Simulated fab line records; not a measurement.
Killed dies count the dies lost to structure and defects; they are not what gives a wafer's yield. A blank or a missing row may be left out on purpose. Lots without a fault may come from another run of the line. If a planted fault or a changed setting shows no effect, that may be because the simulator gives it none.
Lot-split experiment :: flow n5Finfet :: on a route of 1938 steps: 7 lots, 21 wafers read

== THE SPLIT ITSELF ==
At N5_BEOL_M14_DEP_53 (deposits SiCN from 3MS/NH3, target thk 50 nm, time 17.8 s), the setting timeS was moved away from the recipe's 17.8 s on 6 of the 21 wafers read, by -11.2% to +8.0%. All remaining wafers had this setting at the recipe value.

The split's own step is where the reading is taken.

== THE READING ==
SiCN_of_BEOL_M14_DEP_53.thkNm (the simulator's own value, which no gauge read), in nm, at N5_BEOL_M14_DEP_53 (deposits SiCN from 3MS/NH3, target thk 50 nm, time 17.8 s). The file does not state a usual value for it. Average 50.3 nm, standard deviation 0.54 nm, over the 15 wafers here run with the recipe.

wafer: L075.1
tool, chamber at the split: pecvd-03, 1
timeS as run, s: 17.8
against the recipe: recipe
SiCN_of_BEOL_M14_DEP_53.thkNm, nm: 50
against lot-mates on the recipe: -

wafer: L075.2
tool, chamber at the split: pecvd-03, 2
timeS as run, s: 19.22
against the recipe: +8.0%
SiCN_of_BEOL_M14_DEP_53.thkNm, nm: 54.2
against lot-mates on the recipe: +4.2

wafer: L075.3
tool, chamber at the split: pecvd-03, 0
timeS as run, s: 19.22
against the recipe: +8.0%
SiCN_of_BEOL_M14_DEP_53.thkNm, nm: 53.8
against lot-mates on the recipe: +3.8

wafer: L076.3
tool, chamber at the split: pecvd-04, 0
timeS as run, s: 17.8
against the recipe: recipe
SiCN_of_BEOL_M14_DEP_53.thkNm, nm: 49.6
against lot-mates on the recipe: -

wafer: L076.4
tool, chamber at the split: pecvd-04, 0,2
timeS as run, s: 17.8
against the recipe: recipe
SiCN_of_BEOL_M14_DEP_53.thkNm, nm: 51
against lot-mates on the recipe: -

wafer: L076.5
tool, chamber at the split: pecvd-04, 0,2
timeS as run, s: 17.8
against the recipe: recipe
SiCN_of_BEOL_M14_DEP_53.thkNm, nm: 51
against lot-mates on the recipe: -

wafer: L087.1
tool, chamber at the split: pecvd-04, 2
timeS as run, s: 17.8
against the recipe: recipe
SiCN_of_BEOL_M14_DEP_53.thkNm, nm: 50
against lot-mates on the recipe: -

wafer: L087.5
tool, chamber at the split: pecvd-04, 0
timeS as run, s: 17.8
against the recipe: recipe
SiCN_of_BEOL_M14_DEP_53.thkNm, nm: 50.6
against lot-mates on the recipe: -

wafer: L087.6
tool, chamber at the split: pecvd-04, 1
timeS as run, s: 15.8
against the recipe: -11.2%
SiCN_of_BEOL_M14_DEP_53.thkNm, nm: 45.8
against lot-mates on the recipe: -4.5

wafer: L090.2
tool, chamber at the split: pecvd-04, 2
timeS as run, s: 16.61
against the recipe: -6.7%
SiCN_of_BEOL_M14_DEP_53.thkNm, nm: 46.4
against lot-mates on the recipe: -4.2

wafer: L090.5
tool, chamber at the split: pecvd-04, 0,1
timeS as run, s: 17.8
against the recipe: recipe
SiCN_of_BEOL_M14_DEP_53.thkNm, nm: 50.6
against lot-mates on the recipe: -

wafer: L090.6
tool, chamber at the split: pecvd-04, 0,1
timeS as run, s: 17.8
against the recipe: recipe
SiCN_of_BEOL_M14_DEP_53.thkNm, nm: 50.6
against lot-mates on the recipe: -

wafer: L092.2
tool, chamber at the split: pecvd-04, 0
timeS as run, s: 17.8
against the recipe: recipe
SiCN_of_BEOL_M14_DEP_53.thkNm, nm: 49.2
against lot-mates on the recipe: -

wafer: L092.3
tool, chamber at the split: pecvd-04, 2
timeS as run, s: 18.55
against the recipe: +4.2%
SiCN_of_BEOL_M14_DEP_53.thkNm, nm: 51.2
against lot-mates on the recipe: +2.0

wafer: L092.6
tool, chamber at the split: pecvd-04, 0
timeS as run, s: 18.55
against the recipe: +4.2%
SiCN_of_BEOL_M14_DEP_53.thkNm, nm: 52.2
against lot-mates on the recipe: +3.0

wafer: L093.1
tool, chamber at the split: pecvd-03, 0
timeS as run, s: 17.8
against the recipe: recipe
SiCN_of_BEOL_M14_DEP_53.thkNm, nm: 50
against lot-mates on the recipe: -

wafer: L093.2
tool, chamber at the split: pecvd-03, 1
timeS as run, s: 17.8
against the recipe: recipe
SiCN_of_BEOL_M14_DEP_53.thkNm, nm: 50.2
against lot-mates on the recipe: -

wafer: L093.6
tool, chamber at the split: pecvd-03, 0
timeS as run, s: 17.8
against the recipe: recipe
SiCN_of_BEOL_M14_DEP_53.thkNm, nm: 50.8
against lot-mates on the recipe: -

wafer: L094.2
tool, chamber at the split: pecvd-01, 0
timeS as run, s: 17.8
against the recipe: recipe
SiCN_of_BEOL_M14_DEP_53.thkNm, nm: 49.6
against lot-mates on the recipe: -

wafer: L094.4
tool, chamber at the split: pecvd-01, 2
timeS as run, s: 17.8
against the recipe: recipe
SiCN_of_BEOL_M14_DEP_53.thkNm, nm: 50.8
against lot-mates on the recipe: -

wafer: L094.6
tool, chamber at the split: pecvd-01, 0
timeS as run, s: 17.8
against the recipe: recipe
SiCN_of_BEOL_M14_DEP_53.thkNm, nm: 50.6
against lot-mates on the recipe: -
The file does not say which wafer passed through which chamber wherever a row lists several chambers: such a row stands for several wafers.

FIT RESULTS
A straight line over all 21 wafers: SiCN_of_BEOL_M14_DEP_53.thkNm changes by +0.443 nm for each +1% of timeS; r = +0.95; the points scatter about the line by 0.58 nm.
The same after taking each lot's own level away (the mean of its wafers on the recipe; 21 wafers): +0.489 nm for each +1%; r = +0.97; scatter 0.54 nm.
Per that fit: largest timeS move, reading shift of 5.5 nm.
From 49.20 to 50.60 nm: that is the span of the lots' own levels, equal to 2.6 times the standard deviation above.
So the lot-to-lot level changes the slope little: the two slopes agree.
Check: -6.21 nm against its lot-mates is what the line predicts for one of the wafers moved furthest among these (-11.2%) when that wafer is left out of the fit. It came out at -4.5 nm against them.

== THESE WAFERS: OTHER SPLITS ==
Other splits were also applied to these wafers ahead of the reading. Each is held against what the fit with the lots' levels taken away leaves over:
other split on the same wafers: N5_BEOL_M13_COAT_04 spinRpm
wafers away from the commonest value: 7
r with SiCN_of_BEOL_M14_DEP_53.thkNm (lot level and that fit taken away): -0.25

== THE FILE'S OWN FIT ==
SiCN_of_BEOL_M14_DEP_53.thkNm changes by +0.48 nm for each +1% of timeS, r = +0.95.
